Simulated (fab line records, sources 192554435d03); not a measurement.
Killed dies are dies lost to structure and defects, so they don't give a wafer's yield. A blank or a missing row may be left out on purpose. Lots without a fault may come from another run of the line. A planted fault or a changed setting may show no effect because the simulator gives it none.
Chamber matching | flow n5_finfet | N5_BEOL_M10_CURE_72 on uv_cure-02: 3 sister chambers
The step cures SiCOH lowk, time 120 s. 22 wafers are shown with their chamber, then 11 later ones without.

WAFERS WITH THEIR CHAMBER
wafer  | chamber | wafer_temp_C_max | lamp_power_pct (%)
L074.1 | 0       | 372.3            | 52.28
L074.2 | 0       | 372.4            | 52.40
L074.5 | 0       | 372.1            | 52.20
L074.3 | 0       | 372.4            | 52.32
L074.4 | 0       | 372.2            | 52.24
L074.6 | 0       | 371.5            | 52.26
L076.1 | 2       | 371.3            | 52.30
L076.2 | 2       | 371.1            | 52.36
L076.3 | 2       | 371.3            | 52.44
L081.1 | 0       | 372.6            | 52.23
L081.3 | 0       | 372.1            | 52.24
L081.6 | 0       | 371.7            | 52.28
L082.1 | 2       | 371.7            | 52.34
L082.3 | 2       | 371.3            | 52.30
L082.4 | 2       | 372.0            | 52.24
L084.1 | 1       | 370.9            | 52.39
L084.2 | 1       | 370.9            | 52.25
L084.4 | 1       | 370.9            | 52.24
L084.3 | 1       | 370.8            | 52.36
L084.5 | 1       | 370.6            | 52.36
L084.6 | 1       | 370.4            | 52.30
L091.1 | 0       | 372.2            | 52.25

SIGNATURES (means of the wafers above)
reading          | chamber 0 | chamber 1 | chamber 2 | scatter within a chamber
wafer_temp_C_max | 372.150   | 370.750   | 371.450   | 0.304
lamp_power_pct   | 52.2700   | 52.3167   | 52.3300   | 0.0612
Rule: a wafer's distance from a chamber is the root of the sum, over the readings, of the square of ((its reading less the chamber's mean) divided by the reading's scatter). The wafer belongs to the nearest chamber; if the next one is less than 2 further off, it can't be placed. The scatter: the root of (the sum of the squares of (reading less its chamber's mean) over the shown wafers, divided by (wafers less chambers)).

WAFERS WITHOUT THEIR CHAMBER
wafer  | wafer_temp_C_max | lamp_power_pct (%)
L091.3 | 372.0            | 52.27
L091.6 | 372.6            | 52.28
L091.2 | 371.5            | 52.36
L091.4 | 371.8            | 52.32
L091.5 | 371.3            | 52.37
L096.1 | 370.8            | 52.30
L096.3 | 371.0            | 52.38
L096.5 | 370.7            | 52.28
L096.2 | 370.7            | 52.33
L096.4 | 371.2            | 52.25
L096.6 | 371.1            | 52.36

WHICH CHAMBER EACH WENT THROUGH
wafer  | from the rows above          | in truth
L091.3 | can't be placed: 0 or 2      | 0
L091.6 | 0                            | 0
L091.2 | 2                            | 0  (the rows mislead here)
L091.4 | can't be placed: 2 or 0      | 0
L091.5 | can't be placed: 2 or 1      | 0
L096.1 | can't be placed: 1 or 2      | 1
L096.3 | can't be placed: 1 or 2      | 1
L096.5 | can't be placed: 1 or 2      | 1
L096.2 | 1                            | 1
L096.4 | can't be placed: 2 or 1 or 0 | 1
L096.6 | can't be placed: 2 or 1      | 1
Placed correctly: 2 of 11. Can't be placed from these rows: 8 (the true chamber is among the candidates in 7). Placed wrongly: 1.
